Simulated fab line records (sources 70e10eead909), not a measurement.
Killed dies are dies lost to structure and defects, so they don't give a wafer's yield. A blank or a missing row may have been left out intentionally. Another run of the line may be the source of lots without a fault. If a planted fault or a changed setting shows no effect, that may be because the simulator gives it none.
Matching of chambers | flow nand harc | NHARC_A_CONTACT_ETCH_102 on rie diel-07: 4 sister chambers
The step etches the open film in CF4/O2, target depth 70 nm, overetch 7 nm, time 38.5 s. 4 wafers are shown with their chamber, then 9 later ones without.

== WAFERS PAIRED WITH THEIR CHAMBERS ==
wafer  | chamber | drypump motor current A (A)
L087.1 | 2       | 6.7
L088.2 | 3       | 5.4
L088.5 | 0       | 5.3
L088.6 | 1       | 6.4

== WAFERS WHOSE CHAMBER IS MISSING ==
wafer  | drypump motor current A (A)
L094.1 | 5.3
L094.3 | 5.4
L094.5 | 5.3
L094.2 | 6.7
L094.4 | 6.3
L094.6 | 5.4
L096.1 | 5.3
L096.3 | 5.4
L096.5 | 6.4

== WHICH CHAMBER EACH WENT THROUGH ==
wafer  | from the rows above | in truth
L094.1 | 0                   | 0
L094.3 | 3                   | 3
L094.5 | 0                   | 0
L094.2 | 2                   | 2
L094.4 | 1                   | 1
L094.6 | 3                   | 3
L096.1 | 0                   | 0
L096.3 | 3                   | 3
L096.5 | 1                   | 1
Correctly placed: 9 of 9. Not placeable from these rows: 0. Number placed wrongly: 0.
How it was worked out, from the rows above alone: a wafer's distance from a chamber is the root of the sum, over the readings, of the square of ((its reading less the chamber's mean) divided by the reading's scatter). The wafer belongs to the nearest chamber; if the next one is less than 2 further off, it can't be placed. The mean given for a chamber averages the wafers shown for that chamber. The scatter: with one shown wafer a chamber, the root of the mean of the squares of how far each hidden wafer lies from its nearest shown one.
